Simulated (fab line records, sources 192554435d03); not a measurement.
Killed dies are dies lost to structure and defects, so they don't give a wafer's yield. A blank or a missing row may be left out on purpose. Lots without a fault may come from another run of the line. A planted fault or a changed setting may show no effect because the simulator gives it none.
Split-lot experiment | flow n5_finfet | 7 lots, 21 wafers read, on a route of 1938 steps

THE SPLIT
At N5_BEOL_M0_SAQP_DESCUM_19 (chemistry O2, time 7.9 s), the setting time_s was moved away from the recipe's 7.9 s on 8 of the 21 wafers read, by -21.7% to +11.0%. The other wafers ran this setting at the recipe's value.

The reading is taken at the split's own step.

THE READING
CAR-ArF_of_BEOL_M0_SAQP_COAT_08.thk_nm (the simulator's own value, which no gauge read), in nm, at N5_BEOL_M0_SAQP_DESCUM_19 (chemistry O2, time 7.9 s). The file gives no usual value for it. The 13 wafers here that ran the recipe average 83.4 nm, standard deviation 0.31 nm.

wafer  | tool, chamber at the split | time_s as run, s | against the recipe | CAR-ArF_of_BEOL_M0_SAQP_COAT_08.thk_nm, nm | against lot-mates on the recipe
L075.3 | rie_diel-02, 2,3           | 6.185            | -21.7%             | 84.6                                       | +1.2
L075.4 | rie_diel-02, 2,3           | 6.185            | -21.7%             | 84.6                                       | +1.2
L075.5 | rie_diel-02, 0             | 7.9              | recipe             | 83.4                                       | -
L077.1 | rie_diel-05, 1             | 6.583            | -16.7%             | 84.6                                       | +0.8
L077.3 | rie_diel-05, 3,1           | 7.9              | recipe             | 83.8                                       | -
L077.6 | rie_diel-05, 3,1           | 7.9              | recipe             | 83.8                                       | -
L084.2 | rie_diel-05, 3,1,0         | 7.9              | recipe             | 83.2                                       | -
L084.5 | rie_diel-05, 3,1,0         | 7.9              | recipe             | 83.2                                       | -
L084.6 | rie_diel-05, 3,1,0         | 7.9              | recipe             | 83.2                                       | -
L086.1 | rie_diel-06, 1             | 7.9              | recipe             | 83.4                                       | -
L086.4 | rie_diel-06, 2             | 7.9              | recipe             | 83.6                                       | -
L086.6 | rie_diel-06, 3             | 7.359            | -6.8%              | 83.8                                       | +0.3
L087.3 | rie_diel-06, 2             | 7.9              | recipe             | 83.2                                       | -
L087.4 | rie_diel-06, 3             | 8.473            | +7.3%              | 83                                         | -0.2
L087.6 | rie_diel-06, 1             | 8.473            | +7.3%              | 83.2                                       | +0.0
L091.1 | rie_diel-06, 2             | 8.77             | +11.0%             | 83.2                                       | -0.5
L091.3 | rie_diel-06, 1             | 7.9              | recipe             | 83.4                                       | -
L091.4 | rie_diel-06, 3             | 7.9              | recipe             | 84                                         | -
L097.4 | rie_diel-02, 2             | 8.658            | +9.6%              | 83                                         | -0.1
L097.5 | rie_diel-02, 1             | 7.9              | recipe             | 83.4                                       | -
L097.6 | rie_diel-02, 2             | 7.9              | recipe             | 82.8                                       | -
Where a row lists several chambers, the file gives one row for several wafers and doesn't say which wafer went through which chamber.

THE FIT
A straight line over all 21 wafers: CAR-ArF_of_BEOL_M0_SAQP_COAT_08.thk_nm changes by -0.0525 nm for each +1% of time_s; r = -0.86; the points scatter about the line by 0.28 nm.
The same after taking each lot's own level away (the mean of its wafers on the recipe; 21 wafers): -0.0464 nm for each +1%; r = -0.92; scatter 0.18 nm.
On that fit, the largest move of time_s shifts the reading by 1 nm.
The lots' own levels span 83.10 to 83.80 nm, that is 2.3 times the standard deviation above.
So the lot-to-lot level changes the slope: the two fits differ.
Check: with one of the wafers moved furthest among these (-21.7%) left out of the fit, the line predicts +1 nm for it against its lot-mates. It came out at +1.2 nm against them.

OTHER SPLITS ON THESE WAFERS
These wafers also went through other splits before the reading. Each is held against what the fit with the lots' levels taken away leaves over:
other split on the same wafers        | wafers away from the commonest value | r with CAR-ArF_of_BEOL_M0_SAQP_COAT_08.thk_nm (lot level and that fit taken away)
N5_GATE_CUT_ETCH_58 bias_w            | 8                                    | -0.03
N5_GATE_CUT_COAT_27 spin_rpm          | 6                                    | +0.09
N5_MOL_CONTACT_COAG_ETCH_15 source_w  | 4                                    | -0.02
N5_MOL_CONTACT_COAG_ETCH_110 bias_w   | 7                                    | +0.08
N5_MOL_CONTACT_COAG_COAT_34 spin_rpm  | 9                                    | -0.18
N5_MOL_CONTACT_COAG_EXPOSE_37 dose_mj | 4                                    | -0.18

THE FILE'S OWN FIT
CAR-ArF_of_BEOL_M0_SAQP_COAT_08.thk_nm changes by -0.0458 nm for each +1% of time_s, r = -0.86.
